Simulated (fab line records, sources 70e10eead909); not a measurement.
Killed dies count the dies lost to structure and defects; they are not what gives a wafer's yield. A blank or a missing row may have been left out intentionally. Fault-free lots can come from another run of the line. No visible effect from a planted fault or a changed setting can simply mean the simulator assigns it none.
Which tool is to blame?	flow nand-harc	39 wafers from 13 lots sampled at 5 of the route's 1302 steps

## WHAT THE GAUGES SHOWED, per wafer
NHARC_P_ZERO_WELL_INSPECT_43. Usual: 12 for raw-defect-count, sd 5.9.
lot	measured	on	raw-defect-count	flag
L645	day 2 03:53	defect-inspect-01	4 5 6	
L646	day 2 13:47	defect-inspect-01	8 4 5	
L647	day 2 23:49	defect-inspect-02	6 11 12	
L649	day 3 19:39	defect-inspect-01	17 16 10	
L652	day 5 01:34	defect-inspect-01	8 9 13	
L658	day 7 15:38	defect-inspect-02	5 6 5	
L661	day 8 19:53	defect-inspect-01	16 15 17	
L662	day 9 05:22	defect-inspect-02	14 22 19	
L663	day 9 15:26	defect-inspect-01	7 10 10	
L665	day 10 11:29	defect-inspect-01	15 12 9	
L666	day 10 21:29	defect-inspect-02	10 13 25	
L667	day 11 07:33	defect-inspect-01	12 9 14	
L668	day 11 17:37	defect-inspect-02	20 30 27	

NHARC_P_STI_OVL_MEAS_10. Usual: overlay-x-nm 1 nm, standard deviation 6.9; overlay-y-nm 1 nm, standard deviation 6.1.
lot	measured	on	overlay-x-nm (nm)	overlay-y-nm (nm)	flag
L645	day 2 22:26	overlay-02	-1 -1 -1	-2 -2 -2	
L646	day 3 06:20	overlay-02	-1 0 0	1 2 2	
L647	day 3 15:10	overlay-02	7 7 7	-14 -15 -14	
L649	day 4 14:56	overlay-01	8 9 9	9 9 9	
L652	day 5 22:10	overlay-02	7 7 6	1 -1 0	
L658	day 8 09:24	overlay-02	0 -1 -1	17 17 17	
L661	day 9 12:44	overlay-02	-1 0 0	-7 -6 -8	
L662	day 9 20:10	overlay-02	4 5 4	0 0 1	
L663	day 10 10:00	overlay-01	-6 -7 -6	4 3 4	
L665	day 11 08:03	overlay-01	1 2 2	9 9 9	
L666	day 11 18:25	overlay-01	3 3 3	0 -1 0	
L667	day 12 01:05	overlay-02	-8 -8 -8	-7 -7 -7	
L668	day 12 08:52	overlay-02	-12 -11 -12	4 5 4	

NHARC_END_SORT_01. Usual: killed-at-array 47, standard deviation 18; killed-at-other 0.9, standard deviation 1.1; killed-at-periphery 4, standard deviation 3.1; killed-dies 52, standard deviation 18; killed-open 3.1, standard deviation 1.5; killed-short 2.4, standard deviation 1.5.
lot	measured	on	killed-at-array	killed-at-other	killed-at-periphery	killed-dies	killed-open	killed-short	flag
L661	day 30 18:03	prober-01	47 30 48	0 2 1	1 2 1	48 34 50	4 1 3	3 2 2	

## WHAT TOOL EACH LOT RAN ON (gives the tool, then ch and the chambers of the sampled wafers, and finally the start)
lot	NHARC_P_GATE_PRECLEAN_70	NHARC_P_GATE_HM_DEP_102
L645	wet-bench-07 ch 0,2,7, day 4 12:32	acl-dep-03 ch 0, day 5 09:58
L646	wet-bench-09 ch 1,2,3, day 4 12:33	acl-dep-03 ch 0, day 5 10:38
L647	wet-bench-05 ch 4,5,6, day 5 03:47	acl-dep-02 ch 0, day 6 05:21
L649	wet-bench-05 ch 2,4,6, day 5 18:40	acl-dep-03 ch 0, day 6 16:21
L652	wet-bench-05 ch 0,2,3, day 6 22:35	acl-dep-02 ch 0, day 7 20:06
L658	wet-bench-05 ch 1,4,6, day 9 23:25	acl-dep-02 ch 0, day 10 22:16
L661	wet-bench-05 ch 0,2,4, day 10 20:27	acl-dep-01 ch 0, day 11 17:07
L662	wet-bench-09 ch 2,3,7, day 11 07:37	acl-dep-03 ch 0, day 12 05:25
L663	wet-bench-09 ch 0,3,4, day 11 22:36	acl-dep-02 ch 0, day 12 23:46
L665	wet-bench-07 ch 1,2,7, day 12 12:08	acl-dep-03 ch 0, day 13 09:34
L666	wet-bench-05 ch 4,6,7, day 12 23:07	acl-dep-01 ch 0, day 14 00:59
L667	wet-bench-05 ch 0,2,3, day 13 05:51	acl-dep-01 ch 0, day 14 05:28
L668	wet-bench-05 ch 0,2,5, day 13 10:35	acl-dep-01 ch 0, day 14 09:43
- NHARC_P_GATE_PRECLEAN_70: cleans in SC1.
- NHARC_P_GATE_HM_DEP_102: deposits aC, target thk 120 nm.

## WHAT THE TOOLS THEMSELVES READ (means of the sampled wafers that have a number; where no wafer has one, the mark that the record gives instead)
NHARC_P_GATE_PRECLEAN_70. Usual: nh4oh-flow-mL-min 28.30, standard deviation 0.11; temp-c 50.00 C, standard deviation 0.13.
lot	tool	nh4oh-flow-mL-min	temp-c (C)	flag
L645	wet-bench-07	28.31	50.09	
L646	wet-bench-09	28.32	49.88	
L647	wet-bench-05	28.44	50.02	
L649	wet-bench-05	28.18	49.94	
L652	wet-bench-05	28.30	50.09	
L658	wet-bench-05	28.27	50.07	
L661	wet-bench-05	28.21	50.00	
L662	wet-bench-09	28.34	50.08	
L663	wet-bench-09	28.22	49.98	
L665	wet-bench-07	28.33	50.01	
L666	wet-bench-05	28.24	49.88	
L667	wet-bench-05	28.28	50.02	
L668	wet-bench-05	28.33	49.98	

NHARC_P_GATE_HM_DEP_102. Usual: 34.999 % for throttle-valve-pct, sd 0.009.
lot	tool	throttle-valve-pct (%)	flag
L645	acl-dep-03	34.991	
L646	acl-dep-03	35.000	
L647	acl-dep-02	35.001	
L649	acl-dep-03	34.994	
L652	acl-dep-02	34.992	
L658	acl-dep-02	34.989	
L661	acl-dep-01	34.998	
L662	acl-dep-03	34.995	
L663	acl-dep-02	34.999	
L665	acl-dep-03	35.006	
L666	acl-dep-01	34.989	
L667	acl-dep-01	35.001	
L668	acl-dep-01	34.991	

## THE ANSWER, worked out from the rows above alone
Rule: a lot counts as off when the mean over its wafers that have a number is more than 3 standard deviations away from the usual mean. Also off: a lot with no number at a reading for which 4 or more lots have one. Where the step has rows for the other lots, those lots are counted as sound. After the gauges, taken in route order, come the tools' own readings; for these a lot's mean is taken, as printed above. The first step at which some lot is off is used, and at that step the reading that is off furthest; a lot without a number counts as furthest.
Across all readings shown, no lot is off: no conclusion can be drawn from this.

## WHAT WAS PUT IN BY THE SIMULATOR
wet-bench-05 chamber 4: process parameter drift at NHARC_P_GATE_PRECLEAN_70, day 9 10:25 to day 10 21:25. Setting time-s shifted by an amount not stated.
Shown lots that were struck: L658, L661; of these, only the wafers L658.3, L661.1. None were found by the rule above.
